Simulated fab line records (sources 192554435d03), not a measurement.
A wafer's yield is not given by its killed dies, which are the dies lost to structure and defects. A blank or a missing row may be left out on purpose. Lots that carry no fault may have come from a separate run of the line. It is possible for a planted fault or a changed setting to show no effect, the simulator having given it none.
Which of the tools did it? || flow n5 finfet || 30 wafers from 10 lots sampled at 4 of the route's 1938 steps

## WHAT EACH GAUGE READ, for each wafer
N5_BEOL_M8_THK_MEAS_01.
{"lot": "L602", "measured": "day 9 11:09", "on": "film metro-01", "M8_ILD_THK (nm)": "155.5 155.7 155.0"}
{"lot": "L605", "measured": "day 9 21:17", "on": "film metro-02", "M8_ILD_THK (nm)": "154.2 157.4 158.8"}
{"lot": "L606", "measured": "day 10 03:09", "on": "film metro-02", "M8_ILD_THK (nm)": "153.9 153.7 156.8"}
{"lot": "L607", "measured": "day 10 04:34", "on": "film metro-01", "M8_ILD_THK (nm)": "155.0 155.4 156.1"}
{"lot": "L609", "measured": "day 10 22:40", "on": "film metro-01", "M8_ILD_THK (nm)": "153.2 154.8 156.1"}
{"lot": "L612", "measured": "day 11 18:18", "on": "film metro-02", "M8_ILD_THK (nm)": "151.5 153.0 154.3"}
{"lot": "L613", "measured": "day 12 04:34", "on": "film metro-02", "M8_ILD_THK (nm)": "153.7 157.7 155.2"}
{"lot": "L622", "measured": "day 14 01:58", "on": "film metro-01", "M8_ILD_THK (nm)": "170.0 173.3 172.5"}
{"lot": "L624", "measured": "day 14 14:04", "on": "film metro-01", "M8_ILD_THK (nm)": "152.1 156.4 156.1"}
{"lot": "L623", "measured": "day 14 23:35", "on": "film metro-01", "M8_ILD_THK (nm)": "166.6 171.5 172.8"}

## TOOL THAT RAN EACH LOT (tool first, then ch and the chambers of the sampled wafers, then the start)
{"lot": "L602", "N5_BEOL_M7_CURE_75": "uv cure-02 ch 2, day 9 08:04", "N5_BEOL_M7_DEGAS_44": "pvd sputter-03, day 9 08:35", "N5_BEOL_M8_ILD_DEP_00": "pecvd-03 ch 0,1,2, day 9 10:34"}
{"lot": "L605", "N5_BEOL_M7_CURE_75": "uv cure-02 ch 2, day 9 17:41", "N5_BEOL_M7_DEGAS_44": "pvd sputter-01, day 9 18:19", "N5_BEOL_M8_ILD_DEP_00": "pecvd-02 ch 0,1, day 9 20:12"}
{"lot": "L606", "N5_BEOL_M7_CURE_75": "uv cure-03 ch 0, day 9 21:38", "N5_BEOL_M7_DEGAS_44": "pvd sputter-01, day 9 23:48", "N5_BEOL_M8_ILD_DEP_00": "pecvd-02 ch 0,1, day 10 02:33"}
{"lot": "L607", "N5_BEOL_M7_CURE_75": "uv cure-01 ch 0, day 10 00:31", "N5_BEOL_M7_DEGAS_44": "pvd sputter-01, day 10 01:56", "N5_BEOL_M8_ILD_DEP_00": "pecvd-03 ch 0,1,2, day 10 03:57"}
{"lot": "L609", "N5_BEOL_M7_CURE_75": "uv cure-01 ch 1, day 10 18:45", "N5_BEOL_M7_DEGAS_44": "pvd sputter-01, day 10 19:58", "N5_BEOL_M8_ILD_DEP_00": "pecvd-04 ch 0,1,2, day 10 21:37"}
{"lot": "L612", "N5_BEOL_M7_CURE_75": "uv cure-03 ch 2, day 11 15:10", "N5_BEOL_M7_DEGAS_44": "pvd sputter-01, day 11 15:58", "N5_BEOL_M8_ILD_DEP_00": "pecvd-04 ch 0,1, day 11 17:43"}
{"lot": "L613", "N5_BEOL_M7_CURE_75": "uv cure-03 ch 2, day 11 23:07", "N5_BEOL_M7_DEGAS_44": "pvd sputter-01, day 12 01:05", "N5_BEOL_M8_ILD_DEP_00": "pecvd-03 ch 0,1, day 12 03:47"}
{"lot": "L622", "N5_BEOL_M7_CURE_75": "uv cure-03 ch 1, day 13 22:59", "N5_BEOL_M7_DEGAS_44": "pvd sputter-02, day 13 23:29", "N5_BEOL_M8_ILD_DEP_00": "pecvd-04 ch 0,1, day 14 01:24"}
{"lot": "L624", "N5_BEOL_M7_CURE_75": "uv cure-01 ch 0, day 14 10:48", "N5_BEOL_M7_DEGAS_44": "pvd sputter-01, day 14 11:52", "N5_BEOL_M8_ILD_DEP_00": "pecvd-03 ch 0,1, day 14 13:30"}
{"lot": "L623", "N5_BEOL_M7_CURE_75": "uv cure-03 ch 2, day 14 19:08", "N5_BEOL_M7_DEGAS_44": "pvd sputter-01, day 14 20:24", "N5_BEOL_M8_ILD_DEP_00": "pecvd-04 ch 0,2, day 14 22:32"}
- N5_BEOL_M7_CURE_75: cures SiCOH lowk, time 120 s.
- N5_BEOL_M7_DEGAS_44: time 60 s.
- N5_BEOL_M8_ILD_DEP_00: deposits SiCOH lowk from DEMS/porogen, target thk 179.75 nm, time 33.4 s.

## THE ANSWER, worked out from the rows above alone
Rule: the usual values come from the lots themselves. Put in order of their means at a reading, lots are off if they are a third of the lots or fewer, leave a main group of 4 or more, and stand apart from it by a gap of 3 or more times the standard deviation of the main group's means; of several such gaps the widest counts. A main group is skipped when, at the precision printed for the reading in the tables above, its means are all equal. Also off: a lot with no number at a reading for which 4 or more lots have one. Any other lot the step has rows for is counted as sound.
Off: L622, L623, seen at N5_BEOL_M8_THK_MEAS_01 (M8_ILD_THK). The main group: mean 155.1 nm, standard deviation 1.
If a tool, at a process step before that reading, ran all the lots that are off and no sound lot after the first of them, it fits. Gauges at N5_BEOL_M8_THK_MEAS_01: tried the same way as those tools. This does not decide it: 2 tools fit, namely uv cure-03 at N5_BEOL_M7_CURE_75 and pecvd-04 at N5_BEOL_M8_ILD_DEP_00.

## WHAT THE SIMULATOR HAD INSERTED
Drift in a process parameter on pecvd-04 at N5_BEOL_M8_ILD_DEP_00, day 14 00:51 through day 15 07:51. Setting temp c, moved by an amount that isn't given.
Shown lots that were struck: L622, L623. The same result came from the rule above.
